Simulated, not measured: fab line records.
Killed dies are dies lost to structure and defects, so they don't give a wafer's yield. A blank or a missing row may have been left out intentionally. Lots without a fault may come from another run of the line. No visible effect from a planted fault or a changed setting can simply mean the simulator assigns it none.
Chamber matching || flow nand harc || NHARC_A_STAIRCASE_ALD_415 on ald hk-01 has 4 sister chambers
The step deposits SiO2, target thk 30 nm, pulse time 6 s, ald cycles 300. 4 wafers are shown with their chamber, then 8 later ones without.

## EACH WAFER AND ITS CHAMBER
{"wafer": "L614.1", "chamber": 0, "heater power outer w (W)": 217}
{"wafer": "L614.3", "chamber": 3, "heater power outer w (W)": 354}
{"wafer": "L614.6", "chamber": 1, "heater power outer w (W)": 228}
{"wafer": "L616.1", "chamber": 2, "heater power outer w (W)": 283}

## WAFERS MISSING THEIR CHAMBER
{"wafer": "L616.2", "heater power outer w (W)": 350}
{"wafer": "L616.4", "heater power outer w (W)": 230}
{"wafer": "L617.1", "heater power outer w (W)": 360}
{"wafer": "L617.3", "heater power outer w (W)": 230}
{"wafer": "L617.4", "heater power outer w (W)": 213}
{"wafer": "L619.1", "heater power outer w (W)": 219}
{"wafer": "L619.2", "heater power outer w (W)": 221}
{"wafer": "L619.3", "heater power outer w (W)": 285}

## WHICH CHAMBER EACH WENT THROUGH
{"wafer": "L616.2", "from the rows above": 3, "in truth": 3}
{"wafer": "L616.4", "from the rows above": 1, "in truth": 1}
{"wafer": "L617.1", "from the rows above": 3, "in truth": 3}
{"wafer": "L617.3", "from the rows above": 1, "in truth": 1}
{"wafer": "L617.4", "from the rows above": 0, "in truth": 0}
{"wafer": "L619.1", "from the rows above": "can't be placed: 0 or 1", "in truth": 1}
{"wafer": "L619.2", "from the rows above": "can't be placed: 0 or 1", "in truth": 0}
{"wafer": "L619.3", "from the rows above": 2, "in truth": 2}
Correct placement for 6 of the 8. Can't be placed from these rows: 2 (the true chamber is among the candidates in 2). 0 placed wrongly.
How it was worked out, from the rows above alone: a wafer's distance from a chamber is the root of the sum, over the readings, of the square of ((its reading less the chamber's mean) divided by the reading's scatter). The wafer belongs to the nearest chamber; if the next one is less than 2 further off, it can't be placed. Each chamber's mean is taken over the wafers shown for it. The scatter (one wafer shown for each chamber): square how far every hidden wafer sits from the nearest shown wafer, average those squares and take the square root.
